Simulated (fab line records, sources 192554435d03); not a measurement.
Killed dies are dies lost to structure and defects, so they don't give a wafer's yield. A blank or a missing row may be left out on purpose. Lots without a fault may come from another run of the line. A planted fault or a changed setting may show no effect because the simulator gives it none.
Which tool did it? | flow n5_finfet | 24 lots, 72 wafers sampled, at 4 steps of a route of 1938

WHAT THE GAUGES READ, wafer by wafer
N5_PMOS_HMC_CHANNEL_EPI_THK_MEAS_22. Usual: HMC_CMP_THK 54.0 nm, standard deviation 0.85.
lot  | measured    | on            | HMC_CMP_THK (nm) | flag
L074 | day 1 20:06 | film_metro-01 | 53.3 53.8 54.2   |
L075 | day 2 07:58 | film_metro-02 | 53.5 54.2 55.1   |
L076 | day 2 11:21 | film_metro-01 | 53.4 54.7 54.1   |
L077 | day 2 14:04 | film_metro-02 | 55.5 53.8 55.6   |
L078 | day 2 21:17 | film_metro-01 | 54.6 53.3 54.7   |
L079 | day 3 01:56 | film_metro-02 | 53.3 53.2 53.4   |
L080 | day 3 08:05 | film_metro-02 | 52.9 54.2 53.8   |
L081 | day 3 13:45 | film_metro-01 | 56.1 55.3 54.3   |
L082 | day 3 19:42 | film_metro-02 | 54.6 53.5 54.5   |
L083 | day 4 01:56 | film_metro-02 | 53.5 53.9 54.6   |
L084 | day 4 09:26 | film_metro-02 | 52.5 54.7 55.1   |
L085 | day 4 16:01 | film_metro-01 | 54.3 54.1 53.8   |
L086 | day 4 20:30 | film_metro-02 | 53.6 53.6 53.8   |
L087 | day 5 02:20 | film_metro-02 | 53.6 53.7 53.7   |
L088 | day 5 09:34 | film_metro-01 | 53.6 53.1 53.5   |
L089 | day 5 14:46 | film_metro-02 | 56.0 54.9 54.3   |
L090 | day 5 20:35 | film_metro-01 | 53.3 54.1 53.0   |
L091 | day 6 02:16 | film_metro-02 | 56.2 54.0 54.7   |
L092 | day 6 07:56 | film_metro-01 | 52.8 55.8 53.8   |
L093 | day 6 13:20 | film_metro-01 | 53.4 54.6 54.2   |
L094 | day 6 19:49 | film_metro-02 | 52.5 53.7 54.5   |
L095 | day 7 03:34 | film_metro-02 | 53.9 53.4 54.0   |
L096 | day 7 09:35 | film_metro-02 | 53.6 53.0 53.5   |
L097 | day 7 14:44 | film_metro-01 | 54.3 53.3 53.3   |

WHICH TOOL RAN EACH LOT (tool, then ch and the chambers of the sampled wafers, then the start)
lot  | N5_PMOS_HMC_CHANNEL_EPI_HM_DEP_34 | N5_PMOS_HMC_CHANNEL_EPI_DESCUM_14 | N5_PMOS_HMC_CHANNEL_EPI_CMP_21
L074 | pecvd-03 ch 0,1, day 1 17:17      | rie_diel-05 ch 0,3, day 1 17:50   | cmp-02 ch 0,2,3, day 1 19:48
L075 | pecvd-04 ch 0,2, day 2 05:13      | rie_diel-02 ch 0,2, day 2 05:42   | cmp-02 ch 1,2, day 2 07:43
L076 | pecvd-03 ch 0,1, day 2 08:16      | rie_diel-04 ch 0,2, day 2 08:46   | cmp-02 ch 0,2,3, day 2 11:05
L077 | pecvd-04 ch 0,2, day 2 11:20      | rie_diel-02 ch 0,2,3, day 2 11:43 | cmp-02 ch 0,2,3, day 2 13:46
L078 | pecvd-02 ch 0,1, day 2 18:26      | rie_diel-05 ch 1,2,3, day 2 19:01 | cmp-02 ch 0,1, day 2 21:00
L079 | pecvd-03 ch 0,2, day 2 23:10      | rie_diel-04 ch 0,2, day 2 23:40   | cmp-01 ch 0,3, day 3 01:41
L080 | pecvd-04 ch 0,1, day 3 05:14      | rie_diel-05 ch 2,3, day 3 05:49   | cmp-01 ch 0,2,3, day 3 07:53
L081 | pecvd-02 ch 1,2, day 3 11:04      | rie_diel-02 ch 0,1,2, day 3 11:28 | cmp-02 ch 0,1,3, day 3 13:29
L082 | pecvd-02 ch 0,1,2, day 3 17:01    | rie_diel-02 ch 1,2, day 3 17:25   | cmp-02 ch 1,2,3, day 3 19:31
L083 | pecvd-03 ch 0,1,2, day 3 23:11    | rie_diel-02 ch 0,1,2, day 3 23:40 | cmp-04 ch 0,1,2, day 4 01:39
L084 | pecvd-02 ch 0,1, day 4 05:41      | rie_diel-04 ch 0,1,2, day 4 06:46 | cmp-01 ch 0,2,3, day 4 09:13
L085 | pecvd-02 ch 0,1, day 4 11:19      | rie_diel-04 ch 0,1, day 4 12:44   | cmp-02 ch 0,2,3, day 4 15:45
L086 | pecvd-03 ch 0,1,2, day 4 17:46    | rie_diel-02 ch 2,3, day 4 18:14   | cmp-04 ch 0,1,2, day 4 20:19
L087 | pecvd-02 ch 0,1,2, day 4 23:06    | rie_diel-02 ch 0,2,3, day 4 23:35 | cmp-04 ch 0,1, day 5 02:02
L088 | pecvd-04 ch 1,2, day 5 06:49      | rie_diel-04 ch 1,2,3, day 5 07:18 | cmp-01 ch 0,1,3, day 5 09:18
L089 | pecvd-02 ch 0,1, day 5 11:37      | rie_diel-02 ch 0,2, day 5 12:07   | cmp-04 ch 0,3, day 5 14:29
L090 | pecvd-02 ch 0,1,2, day 5 16:52    | rie_diel-04 ch 2,3, day 5 17:21   | cmp-02 ch 0,3, day 5 20:17
L091 | pecvd-04 ch 1,2, day 5 22:42      | rie_diel-04 ch 0,1,3, day 5 23:05 | cmp-02 ch 1,2,3, day 6 01:59
L092 | pecvd-03 ch 0,1,2, day 6 04:53    | rie_diel-04 ch 1,3, day 6 05:15   | cmp-02 ch 0,1,2, day 6 07:38
L093 | pecvd-04 ch 0,1,2, day 6 10:43    | rie_diel-04 ch 1,2,3, day 6 11:05 | cmp-02 ch 0,2, day 6 13:03
L094 | pecvd-02 ch 1,2, day 6 17:02      | rie_diel-02 ch 1,3, day 6 17:32   | cmp-04 ch 0,2,3, day 6 19:36
L095 | pecvd-02 ch 1,2, day 6 23:26      | rie_diel-05 ch 1,2,3, day 7 00:44 | cmp-01 ch 0,1,3, day 7 03:16
L096 | pecvd-03 ch 0,1,2, day 7 05:55    | rie_diel-05 ch 1,2,3, day 7 06:25 | cmp-04 ch 0,1, day 7 09:17
L097 | pecvd-04 ch 0,1,2, day 7 11:01    | rie_diel-05 ch 1,3, day 7 11:23   | cmp-04 ch 0,1,2, day 7 14:27
- N5_PMOS_HMC_CHANNEL_EPI_HM_DEP_34: deposits SiO2 from TEOS/O2, target thk 36 nm, time 6.9 s.
- N5_PMOS_HMC_CHANNEL_EPI_DESCUM_14: chemistry O2, time 7.9 s.
- N5_PMOS_HMC_CHANNEL_EPI_CMP_21: polishes SiGe30, target thk 54 nm.

WHAT THE TOOLS THEMSELVES READ (means of the sampled wafers that have a number; where no wafer has one, the mark that the record gives instead)
N5_PMOS_HMC_CHANNEL_EPI_HM_DEP_34. Usual: heater_power_w 570 W, standard deviation 110; showerhead_plenum_p_Torr 8.368 Torr, standard deviation 0.027; showerhead_vpp_V 1847 V, standard deviation 58; susceptor_temp_C 400.03 C, standard deviation 0.2; throttle_valve_pct 18.2 %, standard deviation 1.2.
lot  | tool     | heater_power_w (W) | showerhead_plenum_p_Torr (Torr) | showerhead_vpp_V (V) | susceptor_temp_C (C) | throttle_valve_pct (%) | flag
L074 | pecvd-03 | 657                | 8.370                           | 1781                 | 400.20               | 18.5                   |
L075 | pecvd-04 | 560                | 8.381                           | 1825                 | 400.13               | 18.8                   |
L076 | pecvd-03 | 789                | 8.370                           | 1760                 | 400.26               | 18.3                   |
L077 | pecvd-04 | 602                | 8.360                           | 1812                 | 400.00               | 18.4                   |
L078 | pecvd-02 | 510                | 8.358                           | 1878                 | 400.13               | 18.0                   |
L079 | pecvd-03 | 709                | 8.367                           | 1773                 | 399.88               | 17.4                   |
L080 | pecvd-04 | 581                | 8.391                           | 1837                 | 399.85               | 20.0                   |
L081 | pecvd-02 | 546                | 8.355                           | 1897                 | 400.12               | 17.2                   |
L082 | pecvd-02 | 527                | 8.365                           | 1896                 | 399.75               | 17.7                   |
L083 | pecvd-03 | 658                | 8.374                           | 1826                 | 400.10               | 17.6                   |
L084 | pecvd-02 | 523                | 8.360                           | 1889                 | 400.07               | 18.2                   |
L085 | pecvd-02 | 456                | 8.353                           | 1876                 | 400.06               | 18.4                   |
L086 | pecvd-03 | 695                | 8.381                           | 1818                 | 400.06               | 17.7                   |
L087 | pecvd-02 | 534                | 8.353                           | 1908                 | 400.14               | 17.6                   |
L088 | pecvd-04 | 517                | 8.363                           | 1823                 | 399.88               | 19.1                   |
L089 | pecvd-02 | 515                | 8.353                           | 1875                 | 400.08               | 18.2                   |
L090 | pecvd-02 | 530                | 8.366                           | 1900                 | 400.21               | 17.7                   |
L091 | pecvd-04 | 603                | 8.376                           | 1836                 | 399.91               | 19.8                   |
L092 | pecvd-03 | 694                | 8.370                           | 1817                 | 399.98               | 17.6                   |
L093 | pecvd-04 | 531                | 8.390                           | 1825                 | 399.81               | 19.4                   |
L094 | pecvd-02 | 442                | 8.338                           | 1857                 | 400.12               | 18.1                   |
L095 | pecvd-02 | 470                | 8.345                           | 1875                 | 399.99               | 17.9                   |
L096 | pecvd-03 | 702                | 8.383                           | 1812                 | 400.06               | 17.6                   |
L097 | pecvd-04 | 575                | 8.383                           | 1828                 | 400.17               | 19.6                   |

N5_PMOS_HMC_CHANNEL_EPI_DESCUM_14. Usual: drypump_motor_current_A 5.6 A, standard deviation 0.44; oes_product_au 0.76 a.u., standard deviation 0.088; rf_vpp_V 243.2 V, standard deviation 1.4; showerhead_plenum_p_Torr 2.10 Torr, standard deviation 0.067; throttle_valve_pct 20.5 %, standard deviation 0.33.
lot  | tool        | drypump_motor_current_A (A) | oes_product_au (a.u.) | rf_vpp_V (V) | showerhead_plenum_p_Torr (Torr) | throttle_valve_pct (%) | flag
L074 | rie_diel-05 | 6.1                         | 0.74                  | 244.4        | 2.15                            | 20.7                   |
L075 | rie_diel-02 | 5.7                         | 0.73                  | 243.1        | 2.11                            | 20.8                   |
L076 | rie_diel-04 | 5.2                         | 0.74                  | 242.0        | 2.06                            | 20.3                   |
L077 | rie_diel-02 | 5.7                         | 0.72                  | 242.4        | 2.06                            | 20.7                   |
L078 | rie_diel-05 | 5.5                         | 0.72                  | 242.9        | 2.07                            | 20.5                   |
L079 | rie_diel-04 | 5.0                         | 0.81                  | 244.1        | 2.11                            | 20.4                   |
L080 | rie_diel-05 | 5.6                         | 0.70                  | 242.8        | 2.06                            | 20.5                   |
L081 | rie_diel-02 | 5.8                         | 0.74                  | 242.7        | 2.12                            | 20.7                   |
L082 | rie_diel-02 | 5.8                         | 0.74                  | 243.1        | 2.15                            | 20.7                   |
L083 | rie_diel-02 | 5.9                         | 0.74                  | 244.4        | 2.12                            | 20.7                   |
L084 | rie_diel-04 | 5.4                         | 0.74                  | 242.3        | 2.05                            | 20.5                   |
L085 | rie_diel-04 | 5.9                         | 0.70                  | 242.6        | 2.01                            | 20.6                   |
L086 | rie_diel-02 | 5.5                         | 0.87                  | 245.2        | 2.19                            | 20.5                   |
L087 | rie_diel-02 | 5.7                         | 0.81                  | 243.9        | 2.14                            | 20.6                   |
L088 | rie_diel-04 | 5.4                         | 0.84                  | 243.2        | 2.09                            | 20.3                   |
L089 | rie_diel-02 | 5.8                         | 0.71                  | 242.6        | 2.10                            | 20.9                   |
L090 | rie_diel-04 | 4.9                         | 0.87                  | 243.4        | 2.14                            | 20.2                   |
L091 | rie_diel-04 | 5.5                         | 0.77                  | 242.1        | 2.04                            | 20.2                   |
L092 | rie_diel-04 | 5.8                         | 0.77                  | 242.6        | 2.03                            | 20.4                   |
L093 | rie_diel-04 | 5.4                         | 0.81                  | 243.2        | 2.08                            | 20.3                   |
L094 | rie_diel-02 | 5.7                         | 0.80                  | 244.5        | 2.19                            | 20.5                   |
L095 | rie_diel-05 | 5.5                         | 0.79                  | 242.8        | 2.06                            | 20.4                   |
L096 | rie_diel-05 | 5.5                         | 0.79                  | 243.1        | 2.06                            | 20.4                   |
L097 | rie_diel-05 | 5.4                         | 0.70                  | 243.4        | 2.07                            | 20.7                   |

N5_PMOS_HMC_CHANNEL_EPI_CMP_21. Usual: motor_current_A 12.3 A, standard deviation 1; retaining_ring_pressure_frac 1.000, standard deviation 0.0051.
lot  | tool   | motor_current_A (A) | retaining_ring_pressure_frac | flag
L074 | cmp-02 | 11.8                | 0.998                        |
L075 | cmp-02 | 13.2                | 0.999                        |
L076 | cmp-02 | 12.0                | 0.999                        |
L077 | cmp-02 | 12.1                | 0.994                        |
L078 | cmp-02 | 12.9                | 1.003                        |
L079 | cmp-01 | 12.4                | 0.998                        |
L080 | cmp-01 | 12.3                | 0.999                        |
L081 | cmp-02 | 12.0                | 1.000                        |
L082 | cmp-02 | 12.5                | 1.006                        |
L083 | cmp-04 | 11.5                | 1.007                        |
L084 | cmp-01 | 12.2                | 1.002                        |
L085 | cmp-02 | 12.0                | 1.002                        |
L086 | cmp-04 | 11.8                | 0.998                        |
L087 | cmp-04 | 11.9                | 1.004                        |
L088 | cmp-01 | 12.3                | 1.002                        |
L089 | cmp-04 | 12.0                | 1.004                        |
L090 | cmp-02 | 11.5                | 1.006                        |
L091 | cmp-02 | 13.1                | 1.000                        |
L092 | cmp-02 | 13.2                | 0.999                        |
L093 | cmp-02 | 12.9                | 1.000                        |
L094 | cmp-04 | 12.1                | 0.994                        |
L095 | cmp-01 | 12.1                | 0.998                        |
L096 | cmp-04 | 11.9                | 1.004                        |
L097 | cmp-04 | 11.6                | 0.998                        |

THE ANSWER, worked out from the rows above alone
Rule: a lot is off if the mean of its wafers that have a number lies more than 3 standard deviations from the usual mean. A lot without any number at a reading at which 4 lots or more have one is off too. The other lots that the step has rows for count as sound. The gauges are gone through in route order, then the tools' own readings, and for those a lot's mean is taken as printed above. The first step at which some lot is off is used, and at that step the reading that is off furthest; a lot without a number counts as furthest.
No lot is off at any reading shown: from this, nothing can be told.

WHAT THE SIMULATOR HAD PUT IN
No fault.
